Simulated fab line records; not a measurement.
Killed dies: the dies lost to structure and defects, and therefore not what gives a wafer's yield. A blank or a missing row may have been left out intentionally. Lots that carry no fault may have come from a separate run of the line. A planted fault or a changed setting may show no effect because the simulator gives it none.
Which tool is to blame? || flow nand_harc || Sampling: 12 lots, 36 wafers, 5 of 1159 route steps

## WHAT EACH GAUGE READ, for each wafer
NHARC_A_CONTACT_CD_MEAS_42: the cd target is 200 nm.
{"lot": "L988", "measured": "day 16 10:38", "on": "cd_sem-03", "cd_nm (nm)": "199.4 199.3 199.4"}
{"lot": "L989", "measured": "day 16 20:41", "on": "cd_sem-02", "cd_nm (nm)": "199.8 199.9 199.6"}
{"lot": "L990", "measured": "day 17 04:25", "on": "cd_sem-03", "cd_nm (nm)": "200.6 199.3 200.5"}
{"lot": "L991", "measured": "day 17 08:16", "on": "cd_sem-01", "cd_nm (nm)": "199.9 199.6 201.2"}
{"lot": "L996", "measured": "day 18 22:21", "on": "cd_sem-01", "cd_nm (nm)": "200.1 200.4 200.2"}
{"lot": "L998", "measured": "day 18 22:27", "on": "cd_sem-01", "cd_nm (nm)": "199.4 199.2 200.2"}
{"lot": "L994", "measured": "day 19 05:43", "on": "cd_sem-03", "cd_nm (nm)": "200.5 200.2 201.2"}
{"lot": "L997", "measured": "day 19 11:04", "on": "cd_sem-01", "cd_nm (nm)": "201.3 200.3 201.3"}
{"lot": "L999", "measured": "day 19 11:13", "on": "cd_sem-02", "cd_nm (nm)": "200.2 199.6 199.7"}
{"lot": "L105", "measured": "day 20 12:07", "on": "cd_sem-03", "cd_nm (nm)": "201.3 200.4 201.0"}
{"lot": "L108", "measured": "day 21 20:35", "on": "cd_sem-02", "cd_nm (nm)": "200.1 200.4 199.9"}
{"lot": "L111", "measured": "day 22 12:26", "on": "cd_sem-02", "cd_nm (nm)": "201.6 199.7 200.5"}

NHARC_END_SORT_01.
{"lot": "L997", "measured": "day 22 14:58", "on": "prober-02", "killed_at_array": "667 672 667", "killed_at_other": "4 2 3", "killed_at_periphery": "6 3 7", "killed_dies": "677 677 677", "killed_open": "5 5 2", "killed_short": "3 2 2"}
{"lot": "L999", "measured": "day 22 22:02", "on": "prober-01", "killed_at_array": "671 672 674", "killed_at_other": "0 1 0", "killed_at_periphery": "6 4 3", "killed_dies": "677 677 677", "killed_open": "3 7 0", "killed_short": "1 1 0"}

## WHAT TOOL EACH LOT RAN ON (gives the tool, then ch and the chambers of the sampled wafers, and finally the start)
{"lot": "L988", "NHARC_A_CONTACT_ETCH_114": "har_cap_etch-01 ch 0,1, day 16 12:29", "NHARC_A_CONTACT_ETCH_116": "har_cap_etch-01 ch 0,1, day 16 12:40", "NHARC_A_CONTACT_ETCH_90": "rie_diel-06 ch 0,2, day 16 13:55"}
{"lot": "L989", "NHARC_A_CONTACT_ETCH_114": "har_cap_etch-02 ch 0,1, day 16 22:40", "NHARC_A_CONTACT_ETCH_116": "har_cap_etch-02 ch 0,1, day 16 22:51", "NHARC_A_CONTACT_ETCH_90": "rie_diel-03 ch 0,2,3, day 17 00:04"}
{"lot": "L990", "NHARC_A_CONTACT_ETCH_114": "har_cap_etch-03 ch 0,1, day 17 06:30", "NHARC_A_CONTACT_ETCH_116": "har_cap_etch-03 ch 0,1, day 17 06:41", "NHARC_A_CONTACT_ETCH_90": "rie_diel-06 ch 0,1,3, day 17 07:54"}
{"lot": "L991", "NHARC_A_CONTACT_ETCH_114": "har_cap_etch-02 ch 0,1, day 17 10:14", "NHARC_A_CONTACT_ETCH_116": "har_cap_etch-02 ch 0,1, day 17 10:25", "NHARC_A_CONTACT_ETCH_90": "rie_diel-06 ch 1,2, day 17 11:38"}
{"lot": "L996", "NHARC_A_CONTACT_ETCH_114": "har_cap_etch-03 ch 0,1, day 19 00:12", "NHARC_A_CONTACT_ETCH_116": "har_cap_etch-03 ch 0,1, day 19 00:23", "NHARC_A_CONTACT_ETCH_90": "rie_diel-06 ch 0,2,3, day 19 01:37"}
{"lot": "L998", "NHARC_A_CONTACT_ETCH_114": "har_cap_etch-01 ch 0,1, day 19 00:17", "NHARC_A_CONTACT_ETCH_116": "har_cap_etch-01 ch 0,1, day 19 00:28", "NHARC_A_CONTACT_ETCH_90": "rie_diel-06 ch 0,2,3, day 19 01:44"}
{"lot": "L994", "NHARC_A_CONTACT_ETCH_114": "har_cap_etch-01 ch 0,1, day 19 07:36", "NHARC_A_CONTACT_ETCH_116": "har_cap_etch-01 ch 0,1, day 19 07:47", "NHARC_A_CONTACT_ETCH_90": "rie_diel-06 ch 1,2,3, day 19 09:04"}
{"lot": "L997", "NHARC_A_CONTACT_ETCH_114": "har_cap_etch-02 ch 0,1, day 19 13:05", "NHARC_A_CONTACT_ETCH_116": "har_cap_etch-02 ch 0,1, day 19 13:16", "NHARC_A_CONTACT_ETCH_90": "rie_diel-06 ch 0,1,3, day 19 14:34"}
{"lot": "L999", "NHARC_A_CONTACT_ETCH_114": "har_cap_etch-03 ch 0,1, day 19 13:33", "NHARC_A_CONTACT_ETCH_116": "har_cap_etch-03 ch 0,1, day 19 13:44", "NHARC_A_CONTACT_ETCH_90": "rie_diel-06 ch 0,1,3, day 19 15:05"}
{"lot": "L105", "NHARC_A_CONTACT_ETCH_114": "har_cap_etch-02 ch 0,1, day 20 14:09", "NHARC_A_CONTACT_ETCH_116": "har_cap_etch-02 ch 0,1, day 20 14:20", "NHARC_A_CONTACT_ETCH_90": "rie_diel-03 ch 0,1,3, day 20 15:35"}
{"lot": "L108", "NHARC_A_CONTACT_ETCH_114": "har_cap_etch-03 ch 0,1, day 21 22:50", "NHARC_A_CONTACT_ETCH_116": "har_cap_etch-03 ch 0,1, day 21 23:05", "NHARC_A_CONTACT_ETCH_90": "rie_diel-06 ch 0,3, day 22 00:37"}
{"lot": "L111", "NHARC_A_CONTACT_ETCH_114": "har_cap_etch-03 ch 0,1, day 22 14:32", "NHARC_A_CONTACT_ETCH_116": "har_cap_etch-03 ch 0,1, day 22 14:46", "NHARC_A_CONTACT_ETCH_90": "rie_diel-13 ch 0,2,3, day 22 16:20"}
- NHARC_A_CONTACT_ETCH_114: etches the open film in C4F8/O2/Ar, time 94 s, target depth 922 nm.
- NHARC_A_CONTACT_ETCH_116: etches the open film in C4F8/O2/Ar, time 94 s, target depth 922 nm.
- NHARC_A_CONTACT_ETCH_90: etches the open film in CH3F/O2, target depth 40 nm, time 85.7 s.

## WHAT THE TOOLS THEMSELVES READ (means of the sampled wafers that have a number; where no wafer has one, the mark that the record gives instead)
NHARC_A_CONTACT_ETCH_114.
{"lot": "L988", "tool": "har_cap_etch-01", "chamber_pressure_mTorr (mTorr)": 19.997, "oes_air_line_au (a.u.)": 1.012}
{"lot": "L989", "tool": "har_cap_etch-02", "chamber_pressure_mTorr (mTorr)": 20.003, "oes_air_line_au (a.u.)": 1.015}
{"lot": "L990", "tool": "har_cap_etch-03", "chamber_pressure_mTorr (mTorr)": 20.008, "oes_air_line_au (a.u.)": 1.000}
{"lot": "L991", "tool": "har_cap_etch-02", "chamber_pressure_mTorr (mTorr)": 19.996, "oes_air_line_au (a.u.)": 1.010}
{"lot": "L996", "tool": "har_cap_etch-03", "chamber_pressure_mTorr (mTorr)": 20.000, "oes_air_line_au (a.u.)": 1.007}
{"lot": "L998", "tool": "har_cap_etch-01", "chamber_pressure_mTorr (mTorr)": 20.008, "oes_air_line_au (a.u.)": 0.999}
{"lot": "L994", "tool": "har_cap_etch-01", "chamber_pressure_mTorr (mTorr)": 19.995, "oes_air_line_au (a.u.)": 1.018}
{"lot": "L997", "tool": "har_cap_etch-02", "chamber_pressure_mTorr (mTorr)": "-", "oes_air_line_au (a.u.)": "-"}
{"lot": "L999", "tool": "har_cap_etch-03", "chamber_pressure_mTorr (mTorr)": "-", "oes_air_line_au (a.u.)": "-"}
{"lot": "L105", "tool": "har_cap_etch-02", "chamber_pressure_mTorr (mTorr)": 20.003, "oes_air_line_au (a.u.)": 0.998}
{"lot": "L108", "tool": "har_cap_etch-03", "chamber_pressure_mTorr (mTorr)": 20.008, "oes_air_line_au (a.u.)": 1.002}
{"lot": "L111", "tool": "har_cap_etch-03", "chamber_pressure_mTorr (mTorr)": 19.993, "oes_air_line_au (a.u.)": 1.000}

NHARC_A_CONTACT_ETCH_116.
{"lot": "L988", "tool": "har_cap_etch-01", "chamber_pressure_mTorr (mTorr)": 20.001, "oes_air_line_au (a.u.)": 1.000}
{"lot": "L989", "tool": "har_cap_etch-02", "chamber_pressure_mTorr (mTorr)": 20.011, "oes_air_line_au (a.u.)": 0.987}
{"lot": "L990", "tool": "har_cap_etch-03", "chamber_pressure_mTorr (mTorr)": 19.986, "oes_air_line_au (a.u.)": 1.012}
{"lot": "L991", "tool": "har_cap_etch-02", "chamber_pressure_mTorr (mTorr)": 19.987, "oes_air_line_au (a.u.)": 0.993}
{"lot": "L996", "tool": "har_cap_etch-03", "chamber_pressure_mTorr (mTorr)": 20.008, "oes_air_line_au (a.u.)": 0.979}
{"lot": "L998", "tool": "har_cap_etch-01", "chamber_pressure_mTorr (mTorr)": 20.031, "oes_air_line_au (a.u.)": 0.982}
{"lot": "L994", "tool": "har_cap_etch-01", "chamber_pressure_mTorr (mTorr)": 20.017, "oes_air_line_au (a.u.)": 0.985}
{"lot": "L997", "tool": "har_cap_etch-02", "chamber_pressure_mTorr (mTorr)": 19.996, "oes_air_line_au (a.u.)": 1.010}
{"lot": "L999", "tool": "har_cap_etch-03", "chamber_pressure_mTorr (mTorr)": 20.001, "oes_air_line_au (a.u.)": 1.007}
{"lot": "L105", "tool": "har_cap_etch-02", "chamber_pressure_mTorr (mTorr)": 20.013, "oes_air_line_au (a.u.)": 0.986}
{"lot": "L108", "tool": "har_cap_etch-03", "chamber_pressure_mTorr (mTorr)": 20.002, "oes_air_line_au (a.u.)": 0.994}
{"lot": "L111", "tool": "har_cap_etch-03", "chamber_pressure_mTorr (mTorr)": 19.994, "oes_air_line_au (a.u.)": 0.987}

NHARC_A_CONTACT_ETCH_90.
{"lot": "L988", "tool": "rie_diel-06", "bias_w (W)": 100.1, "ch3f_flow_sccm (sccm)": 49.84, "drypump_motor_current_A (A)": 5.54, "oes_product_au (a.u.)": 0.92, "rf_vpp_V (V)": 244.2, "showerhead_plenum_p_Torr (Torr)": 2.50, "throttle_valve_pct (%)": 20.662}
{"lot": "L989", "tool": "rie_diel-03", "bias_w (W)": 100.2, "ch3f_flow_sccm (sccm)": 50.17, "drypump_motor_current_A (A)": 6.07, "oes_product_au (a.u.)": 0.92, "rf_vpp_V (V)": 244.4, "showerhead_plenum_p_Torr (Torr)": 2.39, "throttle_valve_pct (%)": 20.660}
{"lot": "L990", "tool": "rie_diel-06", "bias_w (W)": 100.0, "ch3f_flow_sccm (sccm)": 49.91, "drypump_motor_current_A (A)": 5.76, "oes_product_au (a.u.)": 0.95, "rf_vpp_V (V)": 243.5, "showerhead_plenum_p_Torr (Torr)": 2.36, "throttle_valve_pct (%)": 20.664}
{"lot": "L991", "tool": "rie_diel-06", "bias_w (W)": 100.1, "ch3f_flow_sccm (sccm)": 50.00, "drypump_motor_current_A (A)": 5.75, "oes_product_au (a.u.)": 0.92, "rf_vpp_V (V)": 245.2, "showerhead_plenum_p_Torr (Torr)": 2.49, "throttle_valve_pct (%)": 20.667}
{"lot": "L996", "tool": "rie_diel-06", "bias_w (W)": 100.3, "ch3f_flow_sccm (sccm)": 49.94, "drypump_motor_current_A (A)": 5.68, "oes_product_au (a.u.)": 0.92, "rf_vpp_V (V)": 245.4, "showerhead_plenum_p_Torr (Torr)": 2.53, "throttle_valve_pct (%)": 20.668}
{"lot": "L998", "tool": "rie_diel-06", "bias_w (W)": 100.2, "ch3f_flow_sccm (sccm)": 50.05, "drypump_motor_current_A (A)": 5.68, "oes_product_au (a.u.)": 0.98, "rf_vpp_V (V)": 245.2, "showerhead_plenum_p_Torr (Torr)": 2.53, "throttle_valve_pct (%)": 20.658}
{"lot": "L994", "tool": "rie_diel-06", "bias_w (W)": 99.7, "ch3f_flow_sccm (sccm)": 49.99, "drypump_motor_current_A (A)": 5.83, "oes_product_au (a.u.)": 1.00, "rf_vpp_V (V)": 245.2, "showerhead_plenum_p_Torr (Torr)": 2.56, "throttle_valve_pct (%)": 20.655}
{"lot": "L997", "tool": "rie_diel-06", "bias_w (W)": 99.9, "ch3f_flow_sccm (sccm)": 49.96, "drypump_motor_current_A (A)": 5.75, "oes_product_au (a.u.)": 0.92, "rf_vpp_V (V)": 244.3, "showerhead_plenum_p_Torr (Torr)": 2.48, "throttle_valve_pct (%)": 20.661}
{"lot": "L999", "tool": "rie_diel-06", "bias_w (W)": 99.9, "ch3f_flow_sccm (sccm)": 50.00, "drypump_motor_current_A (A)": 5.76, "oes_product_au (a.u.)": 0.92, "rf_vpp_V (V)": 244.7, "showerhead_plenum_p_Torr (Torr)": 2.48, "throttle_valve_pct (%)": 20.662}
{"lot": "L105", "tool": "rie_diel-03", "bias_w (W)": 100.6, "ch3f_flow_sccm (sccm)": 50.27, "drypump_motor_current_A (A)": 6.21, "oes_product_au (a.u.)": 0.99, "rf_vpp_V (V)": 243.9, "showerhead_plenum_p_Torr (Torr)": 2.41, "throttle_valve_pct (%)": 20.665}
{"lot": "L108", "tool": "rie_diel-06", "bias_w (W)": 100.3, "ch3f_flow_sccm (sccm)": 50.00, "drypump_motor_current_A (A)": 5.60, "oes_product_au (a.u.)": 1.00, "rf_vpp_V (V)": 244.6, "showerhead_plenum_p_Torr (Torr)": 2.44, "throttle_valve_pct (%)": 20.661}
{"lot": "L111", "tool": "rie_diel-13", "bias_w (W)": 100.0, "ch3f_flow_sccm (sccm)": 50.22, "drypump_motor_current_A (A)": 5.73, "oes_product_au (a.u.)": 1.00, "rf_vpp_V (V)": 245.8, "showerhead_plenum_p_Torr (Torr)": 2.56, "throttle_valve_pct (%)": 20.673}

## THE ANSWER, worked out from the rows above alone
Rule: usual is defined by the lots themselves. The widest of any qualifying gaps counts: lots, ordered by their means at a reading, are off when they make up no more than a third of the lots, leave a main group of 4 or more, and stand apart from it by 3 or more times the standard deviation of that group's means. A main group is skipped when, at the precision printed for the reading in the tables above, its means are all equal. Also off: a lot with no number at a reading for which 4 or more lots have one. All remaining lots with rows at the step are treated as sound. After the gauges, taken in route order, come the tools' own readings; for these a lot's mean is taken, as printed above. At the first step where some lot is off, the reading lying furthest off is the one used; lots without a number count as furthest.
Off, at NHARC_A_CONTACT_ETCH_114 on chamber_pressure_mTorr: L997, L999. Without a number there: L997, L999. For the main group the mean is 20.001 mTorr and the standard deviation 0.0054.
If a tool, at that step or one of the process steps before it, ran each lot that is off and ran no sound lot following the first of them, it fits. None of those tried fits.

## WHAT WAS PUT IN BY THE SIMULATOR
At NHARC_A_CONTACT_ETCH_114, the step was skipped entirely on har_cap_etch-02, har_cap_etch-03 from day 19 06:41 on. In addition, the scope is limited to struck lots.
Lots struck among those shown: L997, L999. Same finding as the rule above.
